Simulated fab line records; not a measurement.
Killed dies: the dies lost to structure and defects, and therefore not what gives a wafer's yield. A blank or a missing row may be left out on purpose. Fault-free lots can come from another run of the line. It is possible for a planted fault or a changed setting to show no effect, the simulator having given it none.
Chamber matching :: flow n5-finfet :: 4 sister chambers for N5_DUMMY_GATE_ETCH_37 on rie-diel-02
The step etches SOC in N2/H2, target depth 60 nm, overetch 30 nm. 15 wafers are shown with their chamber, then 7 later ones without.

== EACH WAFER AND ITS CHAMBER ==
wafer: L445.1
chamber: 0
drypump-motor-current-A (A): 6.5
showerhead-plenum-p-Torr (Torr): 2.63
oes-product-au (a.u.): 0.56

wafer: L445.3
chamber: 2
drypump-motor-current-A (A): 5.1
showerhead-plenum-p-Torr (Torr): 2.55
oes-product-au (a.u.): 0.59

wafer: L445.6
chamber: 0
drypump-motor-current-A (A): 6.5
showerhead-plenum-p-Torr (Torr): 2.63
oes-product-au (a.u.): 0.56

wafer: L454.2
chamber: 0
drypump-motor-current-A (A): 6.5
showerhead-plenum-p-Torr (Torr): 2.62
oes-product-au (a.u.): 0.55

wafer: L454.3
chamber: 2
drypump-motor-current-A (A): 5.1
showerhead-plenum-p-Torr (Torr): 2.55
oes-product-au (a.u.): 0.58

wafer: L454.4
chamber: 3
drypump-motor-current-A (A): 5.0
showerhead-plenum-p-Torr (Torr): 2.50
oes-product-au (a.u.): 0.73

wafer: L455.1
chamber: 2
drypump-motor-current-A (A): 5.1
showerhead-plenum-p-Torr (Torr): 2.55
oes-product-au (a.u.): 0.58

wafer: L455.2
chamber: 1
drypump-motor-current-A (A): 5.6
showerhead-plenum-p-Torr (Torr): 2.63
oes-product-au (a.u.): 0.60

wafer: L455.3
chamber: 3
drypump-motor-current-A (A): 4.9
showerhead-plenum-p-Torr (Torr): 2.49
oes-product-au (a.u.): 0.71

wafer: L457.1
chamber: 3
drypump-motor-current-A (A): 5.0
showerhead-plenum-p-Torr (Torr): 2.49
oes-product-au (a.u.): 0.71

wafer: L457.2
chamber: 2
drypump-motor-current-A (A): 5.1
showerhead-plenum-p-Torr (Torr): 2.54
oes-product-au (a.u.): 0.57

wafer: L457.4
chamber: 1
drypump-motor-current-A (A): 5.6
showerhead-plenum-p-Torr (Torr): 2.63
oes-product-au (a.u.): 0.61

wafer: L459.2
chamber: 2
drypump-motor-current-A (A): 5.1
showerhead-plenum-p-Torr (Torr): 2.54
oes-product-au (a.u.): 0.58

wafer: L459.3
chamber: 3
drypump-motor-current-A (A): 4.9
showerhead-plenum-p-Torr (Torr): 2.49
oes-product-au (a.u.): 0.70

wafer: L459.5
chamber: 0
drypump-motor-current-A (A): 6.5
showerhead-plenum-p-Torr (Torr): 2.62
oes-product-au (a.u.): 0.54

SIGNATURES (means of the wafers above)
reading: drypump-motor-current-A
chamber 0: 6.500
chamber 1: 5.600
chamber 2: 5.100
chamber 3: 4.950
scatter within a chamber: 0.0302

reading: showerhead-plenum-p-Torr
chamber 0: 2.6250
chamber 1: 2.6300
chamber 2: 2.5460
chamber 3: 2.4925
scatter within a chamber: 0.00518

reading: oes-product-au
chamber 0: 0.5525
chamber 1: 0.6050
chamber 2: 0.5800
chamber 3: 0.7125
scatter within a chamber: 0.00953
Rule: for a wafer and a chamber, the distance is found by dividing, reading by reading, the gap between the wafer's reading and the chamber's mean by the reading's scatter, squaring, summing and taking the root. If the next closest chamber is less than 2 further off than the closest, the wafer can't be placed; otherwise it belongs to the closest. The scatter: the root of (the sum of the squares of (reading less its chamber's mean) over the shown wafers, divided by (wafers less chambers)).

== WAFERS WHOSE CHAMBER IS MISSING ==
wafer: L465.3
drypump-motor-current-A (A): 5.6
showerhead-plenum-p-Torr (Torr): 2.62
oes-product-au (a.u.): 0.58

wafer: L465.4
drypump-motor-current-A (A): 6.5
showerhead-plenum-p-Torr (Torr): 2.61
oes-product-au (a.u.): 0.54

wafer: L465.5
drypump-motor-current-A (A): 6.5
showerhead-plenum-p-Torr (Torr): 2.61
oes-product-au (a.u.): 0.54

wafer: L466.2
drypump-motor-current-A (A): 5.1
showerhead-plenum-p-Torr (Torr): 2.54
oes-product-au (a.u.): 0.57

wafer: L466.3
drypump-motor-current-A (A): 4.9
showerhead-plenum-p-Torr (Torr): 2.49
oes-product-au (a.u.): 0.69

wafer: L467.2
drypump-motor-current-A (A): 4.9
showerhead-plenum-p-Torr (Torr): 2.49
oes-product-au (a.u.): 0.70

wafer: L467.5
drypump-motor-current-A (A): 5.1
showerhead-plenum-p-Torr (Torr): 2.54
oes-product-au (a.u.): 0.57

== WHICH CHAMBER EACH WENT THROUGH ==
wafer: L465.3
from the rows above: 1
in truth: 1

wafer: L465.4
from the rows above: 0
in truth: 0

wafer: L465.5
from the rows above: 0
in truth: 0

wafer: L466.2
from the rows above: 2
in truth: 2

wafer: L466.3
from the rows above: 3
in truth: 3

wafer: L467.2
from the rows above: 3
in truth: 3

wafer: L467.5
from the rows above: 2
in truth: 2
Correct placement for 7 of the 7. Left unplaced by these rows: 0. Wrongly placed: 0.
